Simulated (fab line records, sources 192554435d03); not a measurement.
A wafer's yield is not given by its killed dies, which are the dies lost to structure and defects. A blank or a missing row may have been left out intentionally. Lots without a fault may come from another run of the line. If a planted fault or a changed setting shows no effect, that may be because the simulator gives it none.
Matching of chambers :: flow n5-finfet :: N5_BEOL_M4_VIA_ETCH_34 on rie-diel-04: 4 sister chambers
The step etches the open film in C4F6/O2, target depth 69.4 nm, time 65.9 s. 4 wafers are shown with their chamber, then 11 later ones without.

WAFERS PAIRED WITH THEIR CHAMBERS
wafer: L082.6
chamber: 2
throttle-valve-pct (%): 30.99

wafer: L084.2
chamber: 0
throttle-valve-pct (%): 30.66

wafer: L084.6
chamber: 1
throttle-valve-pct (%): 30.30

wafer: L088.2
chamber: 3
throttle-valve-pct (%): 30.37

WAFERS WITHOUT THEIR CHAMBER
wafer: L088.5
throttle-valve-pct (%): 30.32

wafer: L088.6
throttle-valve-pct (%): 31.01

wafer: L091.1
throttle-valve-pct (%): 30.32

wafer: L091.2
throttle-valve-pct (%): 30.40

wafer: L091.3
throttle-valve-pct (%): 30.67

wafer: L093.1
throttle-valve-pct (%): 31.02

wafer: L093.5
throttle-valve-pct (%): 30.33

wafer: L093.6
throttle-valve-pct (%): 30.67

wafer: L096.1
throttle-valve-pct (%): 30.33

wafer: L096.3
throttle-valve-pct (%): 30.68

wafer: L096.6
throttle-valve-pct (%): 30.35

WHICH CHAMBER EACH ONE RAN IN
wafer: L088.5
from the rows above: can't be placed: 1 or 3
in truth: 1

wafer: L088.6
from the rows above: 2
in truth: 2

wafer: L091.1
from the rows above: can't be placed: 1 or 3
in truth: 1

wafer: L091.2
from the rows above: 3
in truth: 3

wafer: L091.3
from the rows above: 0
in truth: 0

wafer: L093.1
from the rows above: 2
in truth: 2

wafer: L093.5
from the rows above: can't be placed: 1 or 3
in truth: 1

wafer: L093.6
from the rows above: 0
in truth: 0

wafer: L096.1
from the rows above: can't be placed: 1 or 3
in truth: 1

wafer: L096.3
from the rows above: 0
in truth: 0

wafer: L096.6
from the rows above: can't be placed: 3 or 1
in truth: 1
Correct placement for 6 of the 11. Unplaceable from these rows: 5, with the true chamber sitting among the candidates in 5. 0 placed wrongly.
How it was worked out, from the rows above alone: a wafer's distance from a chamber is the root of the sum, over the readings, of the square of ((its reading less the chamber's mean) divided by the reading's scatter). If the next closest chamber is less than 2 further off than the closest, the wafer can't be placed; otherwise it belongs to the closest. The mean given for a chamber averages the wafers shown for that chamber. The scatter: with one shown wafer a chamber, the root of the mean of the squares of how far each hidden wafer lies from its nearest shown one.
